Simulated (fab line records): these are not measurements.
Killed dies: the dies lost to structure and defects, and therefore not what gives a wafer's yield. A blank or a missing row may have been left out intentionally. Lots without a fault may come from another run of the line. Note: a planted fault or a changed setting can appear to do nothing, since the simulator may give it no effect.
What tool caused it? :: flow n5 finfet :: 8 lots with 24 wafers sampled at 8 steps, on a route of 1938 steps

== WHAT EACH GAUGE READ, for each wafer ==
N5_BEOL_M13_THK_MEAS_01. Usual: for M13_ILD_THK the level is 838 nm and the standard deviation is 10.
lot: L954
measured: day 12 00:08
on: film metro-02
M13_ILD_THK (nm): 827 819 852
flag: 

lot: L957
measured: day 12 07:56
on: film metro-01
M13_ILD_THK (nm): 815 812 831
flag: 

lot: L960
measured: day 13 14:38
on: film metro-02
M13_ILD_THK (nm): 1274 840 1298
flag: OFF

lot: L962
measured: day 13 23:50
on: film metro-02
M13_ILD_THK (nm): 1283 841 838
flag: OFF

lot: L971
measured: day 15 17:39
on: film metro-02
M13_ILD_THK (nm): 825 841 840
flag: 

lot: L973
measured: day 16 14:31
on: film metro-02
M13_ILD_THK (nm): 845 855 842
flag: 

lot: L974
measured: day 16 16:03
on: film metro-02
M13_ILD_THK (nm): 853 860 847
flag: 

lot: L976
measured: day 17 23:42
on: film metro-01
M13_ILD_THK (nm): 826 846 854
flag: 

N5_BEOL_M13_INSPECT_12: inspects for defects (macro). Usual: raw defect count at 2.1, with a standard deviation of 1.4.
lot: L954
measured: day 12 00:39
on: defect inspect-01
raw defect count: 1 5 6
flag: 

lot: L957
measured: day 12 08:18
on: defect inspect-01
raw defect count: 1 4 2
flag: 

lot: L960
measured: day 13 15:00
on: defect inspect-01
raw defect count: 4 1 2
flag: 

lot: L962
measured: day 14 00:11
on: defect inspect-01
raw defect count: 3 1 2
flag: 

lot: L971
measured: day 15 18:00
on: defect inspect-02
raw defect count: 1 2 2
flag: 

lot: L973
measured: day 16 15:00
on: defect inspect-01
raw defect count: 1 2 2
flag: 

lot: L974
measured: day 16 16:32
on: defect inspect-02
raw defect count: 0 3 3
flag: 

lot: L976
measured: day 18 00:11
on: defect inspect-01
raw defect count: 2 5 0
flag: 

N5_BEOL_M13_CD_MEAS_17 targets a cd of 190 nm. Usual: cd nm at 189.7 nm, with a standard deviation of 1.6.
lot: L954
measured: day 12 01:17
on: cd sem-01
cd nm (nm): 187.2 190.9 189.7
flag: 

lot: L957
measured: day 12 08:52
on: cd sem-02
cd nm (nm): 188.1 187.3 187.8
flag: 

lot: L960
measured: day 13 15:34
on: cd sem-02
cd nm (nm): 196.1 191.8 200.5
flag: OFF

lot: L962
measured: day 14 00:45
on: cd sem-03
cd nm (nm): 196.9 188.9 190.4
flag: 

lot: L971
measured: day 15 18:34
on: cd sem-01
cd nm (nm): 187.6 189.2 189.1
flag: 

lot: L973
measured: day 16 15:34
on: cd sem-03
cd nm (nm): 189.6 189.9 188.5
flag: 

lot: L974
measured: day 16 17:28
on: cd sem-02
cd nm (nm): 191.0 189.3 188.7
flag: 

lot: L976
measured: day 18 00:45
on: cd sem-03
cd nm (nm): 188.2 191.6 191.5
flag: 

== WHICH TOOL RAN EACH LOT (tool, then ch and the chambers of the sampled wafers, then the start) ==
lot: L954
N5_BEOL_M12_SPUTTER_44: pvd sputter-03, day 11 22:50
N5_BEOL_M12_CMP_49: cmp-03 ch 2,3, day 11 23:30
N5_BEOL_M13_ILD_DEP_00: pecvd-04 ch 1,2, day 11 23:59
N5_BEOL_M13_STRIP_63: plasma asher-02 ch 0,1, day 12 01:04
N5_BEOL_M13_STRIP_64: plasma asher-02 ch 0,1, day 12 01:08

lot: L957
N5_BEOL_M12_SPUTTER_44: pvd sputter-03, day 12 06:40
N5_BEOL_M12_CMP_49: cmp-03 ch 0,2, day 12 07:19
N5_BEOL_M13_ILD_DEP_00: pecvd-04 ch 1,2, day 12 07:47
N5_BEOL_M13_STRIP_63: plasma asher-01 ch 0,1, day 12 08:40
N5_BEOL_M13_STRIP_64: plasma asher-01 ch 0,1, day 12 08:43

lot: L960
N5_BEOL_M12_SPUTTER_44: pvd sputter-01, day 13 10:25
N5_BEOL_M12_CMP_49: cmp-04 ch 0,1, day 13 14:01
N5_BEOL_M13_ILD_DEP_00: pecvd-04 ch 1,2, day 13 14:29
N5_BEOL_M13_STRIP_63: plasma asher-02 ch 0,1, day 13 15:21
N5_BEOL_M13_STRIP_64: plasma asher-02 ch 0,1, day 13 15:25

lot: L962
N5_BEOL_M12_SPUTTER_44: pvd sputter-03, day 13 22:33
N5_BEOL_M12_CMP_49: cmp-03 ch 0,2, day 13 23:14
N5_BEOL_M13_ILD_DEP_00: pecvd-04 ch 0,1,2, day 13 23:41
N5_BEOL_M13_STRIP_63: plasma asher-02 ch 0,1, day 14 00:33
N5_BEOL_M13_STRIP_64: plasma asher-02 ch 0,1, day 14 00:37

lot: L971
N5_BEOL_M12_SPUTTER_44: pvd sputter-02, day 15 16:22
N5_BEOL_M12_CMP_49: cmp-03 ch 0,1,3, day 15 17:01
N5_BEOL_M13_ILD_DEP_00: pecvd-01 ch 0,1, day 15 17:30
N5_BEOL_M13_STRIP_63: plasma asher-02 ch 0,1, day 15 18:22
N5_BEOL_M13_STRIP_64: plasma asher-02 ch 0,1, day 15 18:25

lot: L973
N5_BEOL_M12_SPUTTER_44: pvd sputter-02, day 16 13:15
N5_BEOL_M12_CMP_49: cmp-04 ch 0,2, day 16 13:55
N5_BEOL_M13_ILD_DEP_00: pecvd-04 ch 0,1,2, day 16 14:22
N5_BEOL_M13_STRIP_63: plasma asher-01 ch 0,1, day 16 15:23
N5_BEOL_M13_STRIP_64: plasma asher-01 ch 0,1, day 16 15:26

lot: L974
N5_BEOL_M12_SPUTTER_44: pvd sputter-02, day 16 14:07
N5_BEOL_M12_CMP_49: cmp-04 ch 1,2, day 16 15:27
N5_BEOL_M13_ILD_DEP_00: pecvd-04 ch 0,1,2, day 16 15:58
N5_BEOL_M13_STRIP_63: plasma asher-01 ch 0,1, day 16 17:17
N5_BEOL_M13_STRIP_64: plasma asher-01 ch 0,1, day 16 17:20

lot: L976
N5_BEOL_M12_SPUTTER_44: pvd sputter-03, day 17 22:13
N5_BEOL_M12_CMP_49: cmp-03 ch 1,2, day 17 23:04
N5_BEOL_M13_ILD_DEP_00: pecvd-01 ch 0,1,2, day 17 23:33
N5_BEOL_M13_STRIP_63: plasma asher-02 ch 0,1, day 18 00:32
N5_BEOL_M13_STRIP_64: plasma asher-02 ch 0,1, day 18 00:36
- N5_BEOL_M12_SPUTTER_44: material Ta, target thk 10 nm, time 16.13 s.
- N5_BEOL_M12_CMP_49: polishes, stops on SiOC, t overpolish 20.6 s, target thk 320 nm.
- N5_BEOL_M13_ILD_DEP_00: deposits SiOC from DEMS/O2, target thk 837.92 nm, time 166.4 s.
- N5_BEOL_M13_STRIP_63: strips in N2/H2.
- N5_BEOL_M13_STRIP_64: strips in N2/H2.

== AS READ BY THE TOOLS THEMSELVES (means over the sampled wafers that have a number; for cases with no such wafer, the mark the record gives instead) ==
N5_BEOL_M12_SPUTTER_44. Usual: throttle valve pct at 30.1 %, with a standard deviation of 0.79.
lot: L954
tool: pvd sputter-03
throttle valve pct (%): 30.8
flag: 

lot: L957
tool: pvd sputter-03
throttle valve pct (%): 30.8
flag: 

lot: L960
tool: pvd sputter-01
throttle valve pct (%): 29.1
flag: 

lot: L962
tool: pvd sputter-03
throttle valve pct (%): 30.9
flag: 

lot: L971
tool: pvd sputter-02
throttle valve pct (%): 29.9
flag: 

lot: L973
tool: pvd sputter-02
throttle valve pct (%): 29.4
flag: 

lot: L974
tool: pvd sputter-02
throttle valve pct (%): 29.5
flag: 

lot: L976
tool: pvd sputter-03
throttle valve pct (%): 30.5
flag: 

N5_BEOL_M12_CMP_49. Usual: barrier field endpoint s 30.3 s, standard deviation 0.78; clearing platen down force psi 1.5002 psi, standard deviation 0.0027; motor current A 6.1 A, standard deviation 0.63; overpolish run s 20.600 s, standard deviation 0.0092.
lot: L954
tool: cmp-03
barrier field endpoint s (s): 30.9
clearing platen down force psi (psi): 1.4999
motor current A (A): 6.3
overpolish run s (s): 20.604
flag: 

lot: L957
tool: cmp-03
barrier field endpoint s (s): 30.7
clearing platen down force psi (psi): 1.4988
motor current A (A): 6.0
overpolish run s (s): 20.605
flag: 

lot: L960
tool: cmp-04
barrier field endpoint s (s): 29.7
clearing platen down force psi (psi): 1.5020
motor current A (A): 6.4
overpolish run s (s): 20.607
flag: 

lot: L962
tool: cmp-03
barrier field endpoint s (s): 30.5
clearing platen down force psi (psi): 1.4982
motor current A (A): 6.1
overpolish run s (s): 20.597
flag: 

lot: L971
tool: cmp-03
barrier field endpoint s (s): 29.7
clearing platen down force psi (psi): 1.5014
motor current A (A): 6.6
overpolish run s (s): 20.603
flag: 

lot: L973
tool: cmp-04
barrier field endpoint s (s): 29.8
clearing platen down force psi (psi): 1.5019
motor current A (A): 6.5
overpolish run s (s): 20.594
flag: 

lot: L974
tool: cmp-04
barrier field endpoint s (s): 30.3
clearing platen down force psi (psi): 1.5010
motor current A (A): 6.1
overpolish run s (s): 20.599
flag: 

lot: L976
tool: cmp-03
barrier field endpoint s (s): 30.3
clearing platen down force psi (psi): 1.4993
motor current A (A): 6.3
overpolish run s (s): 20.599
flag: 

N5_BEOL_M13_ILD_DEP_00. Usual: heater power w 445 W, standard deviation 48; rf fwd power W 498.2 W, standard deviation 1.5; run length s 211.5 s, standard deviation 0.49; showerhead plenum p Torr 5.689 Torr, standard deviation 0.015; throttle valve pct 11.9 %, standard deviation 0.72.
lot: L954
tool: pecvd-04
heater power w (W): 451
rf fwd power W (W): 497.5
run length s (s): 212.1
showerhead plenum p Torr (Torr): 5.681
throttle valve pct (%): 11.1
flag: 

lot: L957
tool: pecvd-04
heater power w (W): 466
rf fwd power W (W): 497.9
run length s (s): 211.9
showerhead plenum p Torr (Torr): 5.666
throttle valve pct (%): 11.4
flag: 

lot: L960
tool: pecvd-04
heater power w (W): 436
rf fwd power W (W): 498.1
run length s (s): 272.8
showerhead plenum p Torr (Torr): 5.673
throttle valve pct (%): 11.3
flag: OFF

lot: L962
tool: pecvd-04
heater power w (W): 418
rf fwd power W (W): 497.6
run length s (s): 242.1
showerhead plenum p Torr (Torr): 5.693
throttle valve pct (%): 11.5
flag: OFF

lot: L971
tool: pecvd-01
heater power w (W): 439
rf fwd power W (W): 497.8
run length s (s): 210.9
showerhead plenum p Torr (Torr): 5.701
throttle valve pct (%): 12.7
flag: 

lot: L973
tool: pecvd-04
heater power w (W): 436
rf fwd power W (W): 497.9
run length s (s): 211.7
showerhead plenum p Torr (Torr): 5.689
throttle valve pct (%): 11.4
flag: 

lot: L974
tool: pecvd-04
heater power w (W): 442
rf fwd power W (W): 498.5
run length s (s): 211.7
showerhead plenum p Torr (Torr): 5.684
throttle valve pct (%): 11.3
flag: 

lot: L976
tool: pecvd-01
heater power w (W): 376
rf fwd power W (W): 499.6
run length s (s): 211.3
showerhead plenum p Torr (Torr): 5.679
throttle valve pct (%): 12.4
flag: 

N5_BEOL_M13_STRIP_63. Usual: drypump motor current A 5.5 A, standard deviation 0.41; heater power w 307 W, standard deviation 27; oes product au 0.674 a.u., standard deviation 0.0047; strip time to endpoint s 28.0 s, standard deviation 1.1.
lot: L954
tool: plasma asher-02
drypump motor current A (A): 5.2
heater power w (W): 287
oes product au (a.u.): 0.676
strip time to endpoint s (s): 28.6
flag: 

lot: L957
tool: plasma asher-01
drypump motor current A (A): 6.1
heater power w (W): 321
oes product au (a.u.): 0.676
strip time to endpoint s (s): 29.8
flag: 

lot: L960
tool: plasma asher-02
drypump motor current A (A): 5.3
heater power w (W): 306
oes product au (a.u.): 0.378
strip time to endpoint s (s): 9.3
flag: OFF

lot: L962
tool: plasma asher-02
drypump motor current A (A): 5.2
heater power w (W): 289
oes product au (a.u.): 0.528
strip time to endpoint s (s): 18.7
flag: OFF

lot: L971
tool: plasma asher-02
drypump motor current A (A): 5.2
heater power w (W): 290
oes product au (a.u.): 0.671
strip time to endpoint s (s): 28.2
flag: 

lot: L973
tool: plasma asher-01
drypump motor current A (A): 6.1
heater power w (W): 321
oes product au (a.u.): 0.672
strip time to endpoint s (s): 26.5
flag: 

lot: L974
tool: plasma asher-01
drypump motor current A (A): 5.8
heater power w (W): 322
oes product au (a.u.): 0.674
strip time to endpoint s (s): 26.7
flag: 

lot: L976
tool: plasma asher-02
drypump motor current A (A): 5.2
heater power w (W): 288
oes product au (a.u.): 0.672
strip time to endpoint s (s): 27.8
flag: 

N5_BEOL_M13_STRIP_64. Usual: drypump motor current A 5.5 A, standard deviation 0.41; heater power w 307 W, standard deviation 28; oes product au 0.714 a.u., standard deviation 0.0043; strip time to endpoint s 31.35 s, standard deviation 0.081.
lot: L954
tool: plasma asher-02
drypump motor current A (A): 5.2
heater power w (W): 291
oes product au (a.u.): 0.714
strip time to endpoint s (s): 31.38
flag: 

lot: L957
tool: plasma asher-01
drypump motor current A (A): 6.1
heater power w (W): 319
oes product au (a.u.): 0.715
strip time to endpoint s (s): 31.38
flag: 

lot: L960
tool: plasma asher-02
drypump motor current A (A): 5.3
heater power w (W): 310
oes product au (a.u.): 0.658
strip time to endpoint s (s): 19.96
flag: OFF

lot: L962
tool: plasma asher-02
drypump motor current A (A): 5.2
heater power w (W): 284
oes product au (a.u.): 0.687
strip time to endpoint s (s): 25.86
flag: OFF

lot: L971
tool: plasma asher-02
drypump motor current A (A): 5.2
heater power w (W): 288
oes product au (a.u.): 0.717
strip time to endpoint s (s): 31.37
flag: 

lot: L973
tool: plasma asher-01
drypump motor current A (A): 6.1
heater power w (W): 327
oes product au (a.u.): 0.715
strip time to endpoint s (s): 31.19
flag: 

lot: L974
tool: plasma asher-01
drypump motor current A (A): 5.8
heater power w (W): 327
oes product au (a.u.): 0.713
strip time to endpoint s (s): 31.47
flag: 

lot: L976
tool: plasma asher-02
drypump motor current A (A): 5.2
heater power w (W): 284
oes product au (a.u.): 0.713
strip time to endpoint s (s): 31.42
flag: 

== THE ANSWER, worked out from the rows above alone ==
Rule: a lot is off if the mean of its wafers that have a number lies more than 3 standard deviations from the usual mean. Also off: a lot with no number at a reading for which 4 or more lots have one. Any other lot the step has rows for is counted as sound. Order of review: gauges by route order, followed by the tools' own readings, for which a lot's mean as printed above is used. The first step at which some lot is off is used, and at that step the reading that is off furthest; a lot without a number counts as furthest.
Off: L960, L962, seen at N5_BEOL_M13_THK_MEAS_01 (M13_ILD_THK).
A tool fits if, at a process step before that reading, it ran every lot that is off, and no sound lot after the first of them. The gauges at N5_BEOL_M13_THK_MEAS_01 aren't tried: what is off there is off at N5_BEOL_M13_ILD_DEP_00 too, on other tools, and a gauge's error can't cause that. Of those tried, none fits.

== WHAT THE SIMULATOR PUT IN ==
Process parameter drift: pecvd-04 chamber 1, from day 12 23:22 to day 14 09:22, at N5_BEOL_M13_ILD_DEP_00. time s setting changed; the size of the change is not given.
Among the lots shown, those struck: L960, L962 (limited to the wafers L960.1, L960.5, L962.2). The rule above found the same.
